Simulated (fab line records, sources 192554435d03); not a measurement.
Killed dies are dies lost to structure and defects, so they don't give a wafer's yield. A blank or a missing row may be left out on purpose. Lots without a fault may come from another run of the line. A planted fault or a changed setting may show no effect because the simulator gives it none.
Which tool did it? | flow n5_finfet | 24 lots, 72 wafers sampled, at 2 steps of a route of 1938

WHAT THE GAUGES READ, wafer by wafer
N5_BEOL_M11_THK_MEAS_53: measures by xrf.
lot  | measured     | on            | M11_THK (nm)
L075 | day 10 14:43 | film_metro-01 | 153 146 147
L074 | day 11 02:17 | film_metro-01 | 143 150 144
L076 | day 11 02:35 | film_metro-02 | 143 142 148
L078 | day 11 21:17 | film_metro-02 | 142 142 147
L077 | day 11 23:15 | film_metro-01 | 148 142 141
L080 | day 11 23:38 | film_metro-02 | 140 143 144
L079 | day 12 03:22 | film_metro-01 | 152 148 148
L081 | day 12 06:31 | film_metro-02 | 148 148 142
L082 | day 12 21:19 | film_metro-02 | 144 147 147
L084 | day 13 09:47 | film_metro-02 | 142 148 144
L085 | day 13 10:02 | film_metro-01 | 140 141 143
L083 | day 13 10:07 | film_metro-02 | 143 144 149
L086 | day 13 14:14 | film_metro-02 | 145 147 140
L087 | day 13 16:57 | film_metro-02 | 144 151 144
L088 | day 13 23:39 | film_metro-01 | 144 148 144
L091 | day 14 22:42 | film_metro-02 | 140 140 145
L089 | day 15 02:16 | film_metro-01 | 146 145 149
L090 | day 15 04:32 | film_metro-01 | 145 146 139
L093 | day 15 07:01 | film_metro-02 | 143 152 145
L092 | day 15 12:44 | film_metro-02 | 142 144 144
L095 | day 16 05:49 | film_metro-01 | 143 140 141
L094 | day 16 06:25 | film_metro-02 | 145 147 144
L096 | day 16 11:19 | film_metro-01 | 143 150 149
L097 | day 16 12:49 | film_metro-02 | 145 151 145

N5_BEOL_M11_RS_MEAS_57: measures by four-point-probe.
lot  | measured     | on            | M11_RS (ohm/sq)
L075 | day 10 14:50 | film_metro-01 | 0.145 0.152 0.150
L074 | day 11 02:25 | film_metro-01 | 0.151 0.144 0.151
L076 | day 11 02:43 | film_metro-02 | 0.153 0.153 0.147
L078 | day 11 21:26 | film_metro-01 | 0.153 0.153 0.147
L077 | day 11 23:25 | film_metro-02 | 0.147 0.154 0.154
L080 | day 11 23:47 | film_metro-02 | 0.157 0.153 0.153
L079 | day 12 03:31 | film_metro-02 | 0.144 0.149 0.149
L081 | day 12 06:38 | film_metro-01 | 0.148 0.148 0.154
L082 | day 12 21:26 | film_metro-01 | 0.152 0.148 0.149
L084 | day 13 09:55 | film_metro-01 | 0.154 0.147 0.151
L085 | day 13 10:10 | film_metro-01 | 0.156 0.155 0.152
L083 | day 13 10:14 | film_metro-01 | 0.153 0.152 0.146
L086 | day 13 14:21 | film_metro-02 | 0.150 0.150 0.157
L087 | day 13 17:05 | film_metro-01 | 0.152 0.145 0.154
L088 | day 13 23:47 | film_metro-02 | 0.154 0.150 0.155
L091 | day 14 22:57 | film_metro-02 | 0.157 0.157 0.151
L089 | day 15 02:24 | film_metro-01 | 0.152 0.152 0.147
L090 | day 15 04:40 | film_metro-01 | 0.151 0.151 0.157
L093 | day 15 07:08 | film_metro-02 | 0.154 0.145 0.152
L092 | day 15 12:52 | film_metro-02 | 0.157 0.154 0.155
L095 | day 16 05:56 | film_metro-02 | 0.153 0.156 0.156
L094 | day 16 06:33 | film_metro-02 | 0.150 0.148 0.151
L096 | day 16 11:27 | film_metro-01 | 0.153 0.145 0.146
L097 | day 16 12:56 | film_metro-02 | 0.151 0.145 0.151

WHICH TOOL RAN EACH LOT (tool, then ch and the chambers of the sampled wafers, then the start)
The record holds no process step before these readings.

WHAT THE TOOLS THEMSELVES READ (means of the sampled wafers that have a number; where no wafer has one, the mark that the record gives instead)
The record holds no such reading with a usual standard deviation.

THE ANSWER, worked out from the rows above alone
Rule: what is usual is taken from the lots themselves. Put in order of their means at a reading, lots are off if they are a third of the lots or fewer, leave a main group of 4 or more, and stand apart from it by a gap of 3 or more times the standard deviation of the main group's means; of several such gaps the widest counts. A main group whose means are all the same, to the digits that the tables above print for the reading, isn't used. A lot without any number at a reading at which 4 lots or more have one is off too. The other lots that the step has rows for count as sound. The gauges are gone through in route order, then the tools' own readings, and for those a lot's mean is taken as printed above. The first step at which some lot is off is used, and at that step the reading that is off furthest; a lot without a number counts as furthest.
No lot is off at any reading shown: from this, nothing can be told.

WHAT THE SIMULATOR HAD PUT IN
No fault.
